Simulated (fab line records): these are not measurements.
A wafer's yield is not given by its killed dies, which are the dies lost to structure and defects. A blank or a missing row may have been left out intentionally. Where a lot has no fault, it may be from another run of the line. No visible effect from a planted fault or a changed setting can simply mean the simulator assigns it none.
Split-lot study | flow n5_finfet | 7 lots, 21 wafers read, on a route of 1938 steps

ON THE SPLIT
At N5_BEOL_M8_DESCUM_16 (chemistry O2, time 7.9 s), the setting time_s was moved away from the recipe's 7.9 s on 11 of the 21 wafers read, by -15.3% to +20.9%. This setting was run at the recipe's value on the other wafers.

The reading comes from the split's own step.

THE READING
CAR-ArF_of_BEOL_M8_COAT_05.thk_nm (the simulator's own value, which no gauge read), in nm, at N5_BEOL_M8_DESCUM_16 (chemistry O2, time 7.9 s). There is no usual value for it anywhere in the file. Here, 10 wafers ran the recipe; their average is 83.4 nm with a standard deviation of 0.27 nm.

wafer  | tool, chamber at the split | time_s as run, s | against the recipe | CAR-ArF_of_BEOL_M8_COAT_05.thk_nm, nm | against lot-mates on the recipe
L081.3 | rie_diel-02, 3             | 7.9              | recipe             | 83.4                                  | -
L081.4 | rie_diel-02, 0             | 7.9              | recipe             | 83.6                                  | -
L081.5 | rie_diel-02, 2             | 7.9              | recipe             | 83.2                                  | -
L087.3 | rie_diel-06, 3             | 9.381            | +18.7%             | 82.6                                  | -1.0
L087.4 | rie_diel-06, 3             | 7.9              | recipe             | 83.6                                  | -
L087.5 | rie_diel-06, 0             | 9.381            | +18.7%             | 82.8                                  | -0.8
L082.1 | rie_diel-03, 2             | 7.332            | -7.2%              | 83.4                                  | +0.2
L082.2 | rie_diel-03, 0,2           | 7.9              | recipe             | 83.2                                  | -
L082.5 | rie_diel-03, 0,2           | 7.9              | recipe             | 83.2                                  | -
L091.2 | rie_diel-03, 2             | 6.692            | -15.3%             | 84.2                                  | +0.6
L091.6 | rie_diel-03, 2             | 6.692            | -15.3%             | 84.2                                  | +0.6
L091.5 | rie_diel-03, 3             | 7.9              | recipe             | 83.6                                  | -
L089.2 | rie_diel-06, 1             | 7.9              | recipe             | 83.8                                  | -
L089.4 | rie_diel-06, 2             | 7.266            | -8.0%              | 84                                    | +0.2
L089.6 | rie_diel-06, 1             | 7.266            | -8.0%              | 84.2                                  | +0.4
L093.1 | rie_diel-06, 3,0           | 7.321            | -7.3%              | 83.2                                  | +0.4
L093.5 | rie_diel-06, 3,0           | 7.321            | -7.3%              | 83.2                                  | +0.4
L093.3 | rie_diel-06, 1             | 7.9              | recipe             | 82.8                                  | -
L097.1 | rie_diel-02, 1,0           | 9.548            | +20.9%             | 82.6                                  | -0.8
L097.5 | rie_diel-02, 1,0           | 9.548            | +20.9%             | 82.6                                  | -0.8
L097.6 | rie_diel-02, 1             | 7.9              | recipe             | 83.4                                  | -
When a row names more than one chamber, that row covers several wafers, and the file does not tell which wafer ran in which chamber.

FIT RESULTS
A straight line over all 21 wafers: CAR-ArF_of_BEOL_M8_COAT_05.thk_nm changes by -0.0396 nm for each +1% of time_s; r = -0.82; the points scatter about the line by 0.3 nm.
The same after taking each lot's own level away (the mean of its wafers on the recipe; 21 wafers): -0.0419 nm for each +1%; r = -0.98; scatter 0.1 nm.
That fit puts the effect of the largest move of time_s on the reading at 0.87 nm.
The lots' own levels span 82.80 to 83.80 nm, that is 3.6 times the standard deviation above.
The two slopes are in agreement: the lot-to-lot level therefore moves the slope only a little.
Check: for one of the wafers moved furthest among these (+20.9%), held out of the fit, the line's prediction against its lot-mates is -0.904 nm. Against them it came out at -0.8 nm.

THESE WAFERS: OTHER SPLITS
Before the reading, these wafers also passed through other splits. Each is held against what the fit with the lots' levels taken away leaves over:
other split on the same wafers    | wafers away from the commonest value | r with CAR-ArF_of_BEOL_M8_COAT_05.thk_nm (lot level and that fit taken away)
N5_BEOL_M5_COAT_60 spin_rpm       | 6                                    | +0.14
N5_BEOL_M6_HM_DEP_02 target_thk_a | 9                                    | +0.09
N5_BEOL_M7_ILD_DEP_00 time_s      | 8                                    | +0.23
N5_BEOL_M7_COAT_60 spin_rpm       | 4                                    | -0.24
N5_BEOL_M7_DEP_56 time_s          | 4                                    | +0.34
N5_BEOL_M8_ILD_DEP_00 time_s      | 8                                    | +0.04

THE FILE'S OWN FIT
CAR-ArF_of_BEOL_M8_COAT_05.thk_nm changes by -0.0416 nm for each +1% of time_s, r = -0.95.
